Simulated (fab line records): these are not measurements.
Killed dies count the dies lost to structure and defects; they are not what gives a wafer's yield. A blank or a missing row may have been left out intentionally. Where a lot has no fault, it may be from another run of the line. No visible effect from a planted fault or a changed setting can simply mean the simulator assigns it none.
A lot that was struck, set against a sound lot ; flow n5_finfet ; 17 out of 1938 route steps
Sound: wafers L378.4, L378.5, L378.6. Wafers struck: L368.1, L368.2, L368.4. Last of all comes the cause.
For every step that has rows: the tool of each side, followed by ch and its chambers, followed by its first start. Under that, the readings that differ: sound wafers ; struck wafers ; difference of the means ; sigmas: that difference in standard deviations of wafers without a fault.
alike: words and numbers the same on both sides, and readings whose means are apart by under 2 such deviations; not compared: readings that were withheld, readings missing a value for some wafer, numbers with overlapping values and no deviation given by the record, and bounds like >300 which may hide the same value.
A row with sigmas, a row that says differs or no value, or rows on one side alone: a step with any of these is where the two part. When numbers do not overlap yet have no deviation, they are printed without sigmas and do not part them. A reading missing from all wafers of one side parts the sides only when that side holds two or more wafers.

first, 12 steps without rows for these wafers: N5_MOL_CONTACT_COAG_ETCH_65 (etches underlayer in N2/H2, target depth 13 nm, time 10.4 s); N5_MOL_CONTACT_COAG_ETCH_66 (etches SiARC in CF4, target depth 13 nm, time 21.7 s); N5_MOL_CONTACT_COAG_ALD_133 (deposits SiO2, target thk 5 nm, pulse time 1 s, co reactant pulse time 1 s); N5_MOL_CONTACT_COAG_ETCHBACK_134 (etches SiO2 in CHF3, target depth 10 nm, time 6.7 s); N5_MOL_CONTACT_COAG_ETCH_67 (etches SOC in N2/H2, target depth 60 nm, overetch 21 nm, time 101.2 s); N5_MOL_CONTACT_COAG_STRIP_68 (strips in N2/H2); N5_MOL_CONTACT_COAG_STRIP_69 (strips in N2/H2); N5_MOL_CONTACT_COAG_ETCHBACK_136 (etches SiO2 in CHF3, target depth 25 nm, time 16.7 s); N5_MOL_CONTACT_COAG_STRIP_120 (strips in CHF3); N5_MOL_CONTACT_COAG_VIA_ETCH_117 (etches SiO2 in C4F6/O2, target depth 40 nm, overetch 8 nm, time 26 s); N5_MOL_CONTACT_COAG_ETCH_124 (etches SiNx in CH3F/O2, stops on SiOC, target depth 6.5 nm); N5_MOL_CONTACT_COAG_ETCH_48 (etches SiOC in C4F6/O2, target depth 15 nm, overetch 4.5 nm, time 17 s).
N5_MOL_CONTACT_COAG_STRIP_72: strips in N2/H2.
  sound on rie_diel-01 ch 0,1,2, day 10 22:35; struck on rie_diel-02 ch 0,2,3, day 8 20:01
  no value came back on the struck wafers for any of 7 readings (bias_power_w (W), chamber_pressure_mTorr (mTorr) and others); on the sound wafers bias_power_w (W) reads 7.041 6.981 6.998
reading;sound;struck;difference;sigmas
model.SOC_of_MOL_CONTACT_COAG_COAT_62.thk_nm (nm);0 0 0;46 45.8 46;+46;
model.SiO2_of_MOL_CONTACT_COAG_ALD_133.thk_nm (nm);0 0 0;5 5 5;+5;
  not compared: rf_hours_counter_h
N5_MOL_CONTACT_COAG_STRIP_49: strips in N2/H2, time 30 s.
  sound on plasma_asher-01 ch 0,1, day 10 22:43; struck on plasma_asher-01 ch 0,1, day 8 20:06
reading;sound;struck;difference;sigmas
model.SOC_of_MOL_CONTACT_COAG_COAT_62.thk_nm (nm);0 0 0;33.8 33.6 33.8;+33.7;
  alike: drypump_motor_current_A, h2_flow_sccm, heater_power_w
  not compared: rf_hours_counter_h
then, 1 step without rows for these wafers: N5_MOL_CONTACT_COAG_PRECLEAN_138 (cleans in alkaline clean, time 60 s).
N5_BEOL_M4_RC_MEAS_101:
  the record has rows for the sound wafers here (prober-01 ch 0, day 15 20:11) and none for the struck ones
-- record jumps: 8 days separate the struck wafers' starts on either side; left off in module BEOL_M4, taken up again in module PASSIVATION, whose first shown step is the route's number 1936 --
N5_PASSIVATION_PROBE_49:
  only the struck wafers here have rows in the record (prober-01, day 16 15:19); the sound ones have none

== WHERE THEY PART ==
Last at N5_PASSIVATION_PROBE_49 as far as this record goes, first at N5_MOL_CONTACT_COAG_STRIP_72.

WHY: the cause the simulator had injected
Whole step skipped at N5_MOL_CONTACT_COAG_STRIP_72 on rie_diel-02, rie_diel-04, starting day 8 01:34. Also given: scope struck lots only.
